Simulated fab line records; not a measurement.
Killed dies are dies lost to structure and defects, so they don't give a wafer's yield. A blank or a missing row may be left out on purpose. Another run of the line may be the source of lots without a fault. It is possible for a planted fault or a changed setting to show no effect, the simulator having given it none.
Which of the tools did it? / flow n5_finfet / 66 wafers from 22 lots sampled at 2 of the route's 1938 steps

WHAT THE GAUGES SHOWED, per wafer
N5_BEOL_M14_THK_MEAS_50: measures by xrf. Usual: for M14_THK the level is 549 nm and the standard deviation is 9.8.
lot=L074; measured=day 11 01:38; on=film_metro-01; M14_THK (nm)=553 551 546; flag=
lot=L075; measured=day 11 15:39; on=film_metro-01; M14_THK (nm)=552 560 556; flag=
lot=L077; measured=day 11 20:59; on=film_metro-01; M14_THK (nm)=541 533 538; flag=
lot=L078; measured=day 11 21:43; on=film_metro-02; M14_THK (nm)=561 545 549; flag=
lot=L076; measured=day 11 22:11; on=film_metro-02; M14_THK (nm)=554 545 555; flag=
lot=L079; measured=day 12 05:55; on=film_metro-01; M14_THK (nm)=551 543 541; flag=
lot=L080; measured=day 12 16:19; on=film_metro-02; M14_THK (nm)=556 556 554; flag=
lot=L082; measured=day 13 06:07; on=film_metro-01; M14_THK (nm)=558 555 552; flag=
lot=L081; measured=day 13 07:36; on=film_metro-02; M14_THK (nm)=552 562 567; flag=
lot=L083; measured=day 13 07:52; on=film_metro-02; M14_THK (nm)=535 545 541; flag=
lot=L084; measured=day 13 09:47; on=film_metro-02; M14_THK (nm)=556 564 556; flag=
lot=L088; measured=day 14 12:53; on=film_metro-02; M14_THK (nm)=545 546 541; flag=
lot=L086; measured=day 14 16:07; on=film_metro-01; M14_THK (nm)=541 528 535; flag=
lot=L090; measured=day 15 06:13; on=film_metro-02; M14_THK (nm)=563 567 571; flag=
lot=L089; measured=day 15 08:07; on=film_metro-01; M14_THK (nm)=555 542 559; flag=
lot=L091; measured=day 15 11:01; on=film_metro-02; M14_THK (nm)=564 557 560; flag=
lot=L093; measured=day 15 23:43; on=film_metro-01; M14_THK (nm)=544 544 547; flag=
lot=L092; measured=day 16 00:04; on=film_metro-01; M14_THK (nm)=538 539 530; flag=
lot=L094; measured=day 16 08:05; on=film_metro-02; M14_THK (nm)=549 547 534; flag=
lot=L095; measured=day 16 21:15; on=film_metro-02; M14_THK (nm)=556 552 542; flag=
lot=L097; measured=day 17 04:31; on=film_metro-02; M14_THK (nm)=551 558 548; flag=
lot=L096; measured=day 17 09:46; on=film_metro-02; M14_THK (nm)=559 555 562; flag=

WHAT TOOL EACH LOT RAN ON (gives the tool, then ch and the chambers of the sampled wafers, and finally the start)
lot=L074; N5_BEOL_M14_DESCUM_33=rie_diel-01 ch 0,1, day 10 21:29
lot=L075; N5_BEOL_M14_DESCUM_33=rie_diel-04 ch 2,3, day 11 11:24
lot=L077; N5_BEOL_M14_DESCUM_33=rie_diel-02 ch 0,1,3, day 11 18:17
lot=L078; N5_BEOL_M14_DESCUM_33=rie_diel-01 ch 1,2,3, day 11 19:18
lot=L076; N5_BEOL_M14_DESCUM_33=rie_diel-04 ch 0,1, day 11 19:40
lot=L079; N5_BEOL_M14_DESCUM_33=rie_diel-01 ch 0,1,2, day 12 03:04
lot=L080; N5_BEOL_M14_DESCUM_33=rie_diel-04 ch 0,1,3, day 12 11:42
lot=L082; N5_BEOL_M14_DESCUM_33=rie_diel-04 ch 1,3, day 13 02:58
lot=L081; N5_BEOL_M14_DESCUM_33=rie_diel-04 ch 0,1, day 13 04:03
lot=L083; N5_BEOL_M14_DESCUM_33=rie_diel-02 ch 0,1, day 13 04:28
lot=L084; N5_BEOL_M14_DESCUM_33=rie_diel-01 ch 0,3, day 13 07:08
lot=L088; N5_BEOL_M14_DESCUM_33=rie_diel-02 ch 1,2,3, day 14 05:48
lot=L086; N5_BEOL_M14_DESCUM_33=rie_diel-02 ch 0,2,3, day 14 12:11
lot=L090; N5_BEOL_M14_DESCUM_33=rie_diel-04 ch 0,1,3, day 15 03:15
lot=L089; N5_BEOL_M14_DESCUM_33=rie_diel-04 ch 0,2,3, day 15 05:41
lot=L091; N5_BEOL_M14_DESCUM_33=rie_diel-01 ch 1,2, day 15 07:47
lot=L093; N5_BEOL_M14_DESCUM_33=rie_diel-02 ch 1,2,3, day 15 19:14
lot=L092; N5_BEOL_M14_DESCUM_33=rie_diel-02 ch 0,1, day 15 19:52
lot=L094; N5_BEOL_M14_DESCUM_33=rie_diel-02 ch 0,1,2, day 16 03:01
lot=L095; N5_BEOL_M14_DESCUM_33=rie_diel-02 ch 0,1,3, day 16 08:56
lot=L097; N5_BEOL_M14_DESCUM_33=rie_diel-04 ch 2,3, day 16 22:07
lot=L096; N5_BEOL_M14_DESCUM_33=rie_diel-01 ch 2,3, day 17 06:02
- N5_BEOL_M14_DESCUM_33: chemistry O2, time 7.9 s.

AS READ BY THE TOOLS THEMSELVES (means over the sampled wafers that have a number; for cases with no such wafer, the mark the record gives instead)
N5_BEOL_M14_DESCUM_33. Usual: drypump_motor_current_A 5.5 A, standard deviation 0.42; oes_product_au 0.79 a.u., standard deviation 0.079; rf_vpp_V 243.0 V, standard deviation 1.3; showerhead_plenum_p_Torr 2.09 Torr, standard deviation 0.067; throttle_valve_pct 20.59 %, standard deviation 0.27.
lot=L074; tool=rie_diel-01; drypump_motor_current_A (A)=5.9; oes_product_au (a.u.)=0.86; rf_vpp_V (V)=243.3; showerhead_plenum_p_Torr (Torr)=2.09; throttle_valve_pct (%)=20.40; flag=
lot=L075; tool=rie_diel-04; drypump_motor_current_A (A)=5.5; oes_product_au (a.u.)=0.85; rf_vpp_V (V)=243.0; showerhead_plenum_p_Torr (Torr)=2.12; throttle_valve_pct (%)=20.71; flag=
lot=L077; tool=rie_diel-02; drypump_motor_current_A (A)=5.3; oes_product_au (a.u.)=0.77; rf_vpp_V (V)=242.1; showerhead_plenum_p_Torr (Torr)=2.07; throttle_valve_pct (%)=20.52; flag=
lot=L078; tool=rie_diel-01; drypump_motor_current_A (A)=6.0; oes_product_au (a.u.)=0.80; rf_vpp_V (V)=244.0; showerhead_plenum_p_Torr (Torr)=2.14; throttle_valve_pct (%)=20.58; flag=
lot=L076; tool=rie_diel-04; drypump_motor_current_A (A)=5.3; oes_product_au (a.u.)=0.90; rf_vpp_V (V)=243.4; showerhead_plenum_p_Torr (Torr)=2.10; throttle_valve_pct (%)=20.46; flag=
lot=L079; tool=rie_diel-01; drypump_motor_current_A (A)=5.9; oes_product_au (a.u.)=0.84; rf_vpp_V (V)=244.0; showerhead_plenum_p_Torr (Torr)=2.12; throttle_valve_pct (%)=20.36; flag=
lot=L080; tool=rie_diel-04; drypump_motor_current_A (A)=5.2; oes_product_au (a.u.)=0.86; rf_vpp_V (V)=243.9; showerhead_plenum_p_Torr (Torr)=2.09; throttle_valve_pct (%)=20.49; flag=
lot=L082; tool=rie_diel-04; drypump_motor_current_A (A)=5.2; oes_product_au (a.u.)=0.82; rf_vpp_V (V)=242.8; showerhead_plenum_p_Torr (Torr)=2.09; throttle_valve_pct (%)=20.53; flag=
lot=L081; tool=rie_diel-04; drypump_motor_current_A (A)=5.2; oes_product_au (a.u.)=0.89; rf_vpp_V (V)=244.3; showerhead_plenum_p_Torr (Torr)=2.09; throttle_valve_pct (%)=20.48; flag=
lot=L083; tool=rie_diel-02; drypump_motor_current_A (A)=5.4; oes_product_au (a.u.)=0.81; rf_vpp_V (V)=242.1; showerhead_plenum_p_Torr (Torr)=2.05; throttle_valve_pct (%)=20.42; flag=
lot=L084; tool=rie_diel-01; drypump_motor_current_A (A)=6.0; oes_product_au (a.u.)=0.84; rf_vpp_V (V)=243.3; showerhead_plenum_p_Torr (Torr)=2.15; throttle_valve_pct (%)=20.49; flag=
lot=L088; tool=rie_diel-02; drypump_motor_current_A (A)=5.1; oes_product_au (a.u.)=0.74; rf_vpp_V (V)=242.8; showerhead_plenum_p_Torr (Torr)=2.03; throttle_valve_pct (%)=20.55; flag=
lot=L086; tool=rie_diel-02; drypump_motor_current_A (A)=5.2; oes_product_au (a.u.)=0.70; rf_vpp_V (V)=241.4; showerhead_plenum_p_Torr (Torr)=2.05; throttle_valve_pct (%)=20.76; flag=
lot=L090; tool=rie_diel-04; drypump_motor_current_A (A)=5.2; oes_product_au (a.u.)=0.83; rf_vpp_V (V)=243.6; showerhead_plenum_p_Torr (Torr)=2.08; throttle_valve_pct (%)=20.53; flag=
lot=L089; tool=rie_diel-04; drypump_motor_current_A (A)=5.5; oes_product_au (a.u.)=0.80; rf_vpp_V (V)=244.0; showerhead_plenum_p_Torr (Torr)=2.11; throttle_valve_pct (%)=20.69; flag=
lot=L091; tool=rie_diel-01; drypump_motor_current_A (A)=5.8; oes_product_au (a.u.)=0.79; rf_vpp_V (V)=243.7; showerhead_plenum_p_Torr (Torr)=2.14; throttle_valve_pct (%)=20.34; flag=
lot=L093; tool=rie_diel-02; drypump_motor_current_A (A)=5.1; oes_product_au (a.u.)=0.73; rf_vpp_V (V)=241.6; showerhead_plenum_p_Torr (Torr)=2.03; throttle_valve_pct (%)=20.57; flag=
lot=L092; tool=rie_diel-02; drypump_motor_current_A (A)=5.5; oes_product_au (a.u.)=0.74; rf_vpp_V (V)=241.5; showerhead_plenum_p_Torr (Torr)=2.05; throttle_valve_pct (%)=20.68; flag=
lot=L094; tool=rie_diel-02; drypump_motor_current_A (A)=5.4; oes_product_au (a.u.)=0.73; rf_vpp_V (V)=241.7; showerhead_plenum_p_Torr (Torr)=2.02; throttle_valve_pct (%)=20.67; flag=
lot=L095; tool=rie_diel-02; drypump_motor_current_A (A)=5.3; oes_product_au (a.u.)=0.74; rf_vpp_V (V)=242.0; showerhead_plenum_p_Torr (Torr)=2.06; throttle_valve_pct (%)=20.58; flag=
lot=L097; tool=rie_diel-04; drypump_motor_current_A (A)=5.6; oes_product_au (a.u.)=0.79; rf_vpp_V (V)=242.9; showerhead_plenum_p_Torr (Torr)=2.11; throttle_valve_pct (%)=20.77; flag=
lot=L096; tool=rie_diel-01; drypump_motor_current_A (A)=5.8; oes_product_au (a.u.)=0.79; rf_vpp_V (V)=245.2; showerhead_plenum_p_Torr (Torr)=2.19; throttle_valve_pct (%)=20.42; flag=

THE ANSWER, worked out from the rows above alone
Rule: a lot counts as off when the mean over its wafers that have a number is more than 3 standard deviations away from the usual mean. A lot without any number at a reading at which 4 lots or more have one is off too. The other lots that the step has rows for count as sound. The gauges are gone through in route order, then the tools' own readings, and for those a lot's mean is taken as printed above. The first step at which some lot is off is used, and at that step the reading that is off furthest; a lot without a number counts as furthest.
Across all readings shown, no lot is off: no conclusion can be drawn from this.

WHAT HAD BEEN PUT IN BY THE SIMULATOR
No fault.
